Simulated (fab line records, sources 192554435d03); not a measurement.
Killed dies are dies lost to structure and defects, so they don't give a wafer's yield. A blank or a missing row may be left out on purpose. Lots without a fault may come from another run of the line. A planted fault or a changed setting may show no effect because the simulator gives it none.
One fault seen from 2 desks | flow n5_finfet | each desk has only its own numbers; what lay behind them comes last

THE TOOL OWNER'S DESK: rie_diel-04
The tool's own readings at N5_STI_FIN_REVEAL_ETCHBACK_08 (etches SiO2 in C4F6/O2, target depth 30.5 nm, time 10.167 s): means of the sampled wafers that have a number, for each lot that ran on this tool. A lot is out of limits, marked OUT, if its mean lies more than 4 standard deviations from the usual mean; the brackets give that distance.
Columns: A = drypump_motor_current_A at N5_STI_FIN_REVEAL_ETCHBACK_08, usual 6.0 A; B = oes_product_au at N5_STI_FIN_REVEAL_ETCHBACK_08, usual 0.81 a.u.; C = rf_vpp_V at N5_STI_FIN_REVEAL_ETCHBACK_08, usual 668 V; D = showerhead_plenum_p_Torr at N5_STI_FIN_REVEAL_ETCHBACK_08, usual 2.88 Torr; E = throttle_valve_pct at N5_STI_FIN_REVEAL_ETCHBACK_08, usual 21.06 %
lot  | first seen here | A   | B    | C   | D    | E
L602 | day 5 10:26     | 5.9 | 0.84 | 662 | 2.92 | 21.19
L603 | day 5 15:31     | 5.5 | 0.75 | 670 | 2.85 | 21.07
L605 | day 5 22:07     | 5.9 | 0.83 | 676 | 2.90 | 21.11
This desk's finding: nothing out of limits on any of the 3 lots.

THE METROLOGY DESK
What the gauges read, lot by lot, whatever tool the lot ran on: means of the sampled wafers that have a number. A lot is out of limits, marked OUT, if its mean lies more than 4 standard deviations from the usual mean; the brackets give that distance. Of its 16 readings 7 are shown: the one that was out of limits first, and those that lie furthest out on some lot.
Columns: A = trench_depth_nm at N5_STI_FIN_REVEAL_FIN_H_MEAS_10, usual 52.0 nm; B = IOFF_N at N5_BEOL_M4_RC_MEAS_101, usual 0.18 nA/um; C = IOFF_N_85C at N5_BEOL_M4_RC_MEAS_101, usual 3.5 nA/um; D = IOFF_P at N5_BEOL_M4_RC_MEAS_101, usual 0.23 nA/um; E = IOFF_P_85C at N5_BEOL_M4_RC_MEAS_101, usual 3.9 nA/um; F = SS_N at N5_BEOL_M4_RC_MEAS_101, usual 71.9 mV/dec; G = SS_P at N5_BEOL_M4_RC_MEAS_101, usual 73.6 mV/dec
lot  | first seen here | A              | B                       | C                       | D                       | E                       | F                       | G
L602 | day 5 13:55     | 52.8           | 0.21                    | 3.8                     | 0.27                    | 4.5                     | 71.9                    | 73.5
L603 | day 5 19:00     | 43.5 (-11) OUT | 34.56 (+99 or more) OUT | 289.8 (+99 or more) OUT | 13.72 (+99 or more) OUT | 114.5 (+99 or more) OUT | 156.7 (+99 or more) OUT | 120.2 (+66) OUT
L605 | day 6 01:05     | 43.6 (-11) OUT | 9.16 (+99 or more) OUT  | 91.2 (+99 or more) OUT  | 16.83 (+99 or more) OUT | 140.5 (+99 or more) OUT | 122.6 (+75) OUT         | 129.9 (+79) OUT
L613 | day 8 01:27     | 51.9           | 0.15                    | 2.8                     | 0.20                    | 3.5                     | 71.4                    | 72.9
This desk's finding: out of limits on L603, L605; first on L603, day 5 19:00 (trench_depth_nm at N5_STI_FIN_REVEAL_FIN_H_MEAS_10). In limits: L602, L613.

PUT TOGETHER
The metrology desk could have raised an alarm at day 5 19:00, on L603, L605.
The tool owner's desk saw nothing out of limits.
The tool owner's desk has L603, L605 on record, within its limits.
Of the lots named, all ran N5_STI_FIN_REVEAL_ETCHBACK_08 on rie_diel-04.

WHAT THE SIMULATOR HAD PUT IN
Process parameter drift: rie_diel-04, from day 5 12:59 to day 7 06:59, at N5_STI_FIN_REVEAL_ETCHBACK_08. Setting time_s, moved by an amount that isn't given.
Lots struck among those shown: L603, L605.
Hours from the fault's start to each desk's first reading out of limits: the metrology desk, 6.
